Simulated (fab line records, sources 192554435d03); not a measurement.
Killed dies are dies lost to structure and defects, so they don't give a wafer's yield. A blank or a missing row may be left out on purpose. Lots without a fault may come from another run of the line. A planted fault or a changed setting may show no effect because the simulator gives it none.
Chamber matching | flow n5_finfet | N5_BEOL_M2_ILD_DEP_00 on pecvd-02: 3 sister chambers
The step deposits SiOC from DEMS/O2, target thk 79 nm, time 15.3 s. 6 wafers are shown with their chamber, then 8 later ones without.

WAFERS WITH THEIR CHAMBER
wafer  | chamber | throttle_valve_pct (%) | heater_power_w (W)
L077.6 | 2       | 11.7                   | 501
L087.5 | 0       | 12.7                   | 638
L089.3 | 1       | 12.6                   | 471
L089.4 | 2       | 11.9                   | 567
L089.6 | 1       | 12.5                   | 479
L094.2 | 0       | 12.8                   | 692

WAFERS WITHOUT THEIR CHAMBER
wafer  | throttle_valve_pct (%) | heater_power_w (W)
L094.3 | 12.8                   | 379
L094.5 | 12.9                   | 691
L096.1 | 12.7                   | 696
L096.2 | 11.9                   | 504
L096.3 | 12.8                   | 449
L096.4 | 12.4                   | 468
L096.5 | 12.8                   | 690
L096.6 | 11.6                   | 507

WHICH CHAMBER EACH WENT THROUGH
wafer  | from the rows above | in truth
L094.3 | 1                   | 1
L094.5 | 0                   | 0
L096.1 | 0                   | 0
L096.2 | 2                   | 2
L096.3 | 1                   | 1
L096.4 | 1                   | 1
L096.5 | 0                   | 0
L096.6 | 2                   | 2
Placed correctly: 8 of 8. Can't be placed from these rows: 0. Placed wrongly: 0.
How it was worked out, from the rows above alone: a wafer's distance from a chamber is the root of the sum, over the readings, of the square of ((its reading less the chamber's mean) divided by the reading's scatter). The wafer belongs to the nearest chamber; if the next one is less than 2 further off, it can't be placed. A chamber's mean is the mean of its shown wafers. The scatter: the root of (the sum of the squares of (reading less its chamber's mean) over the shown wafers, divided by (wafers less chambers)).
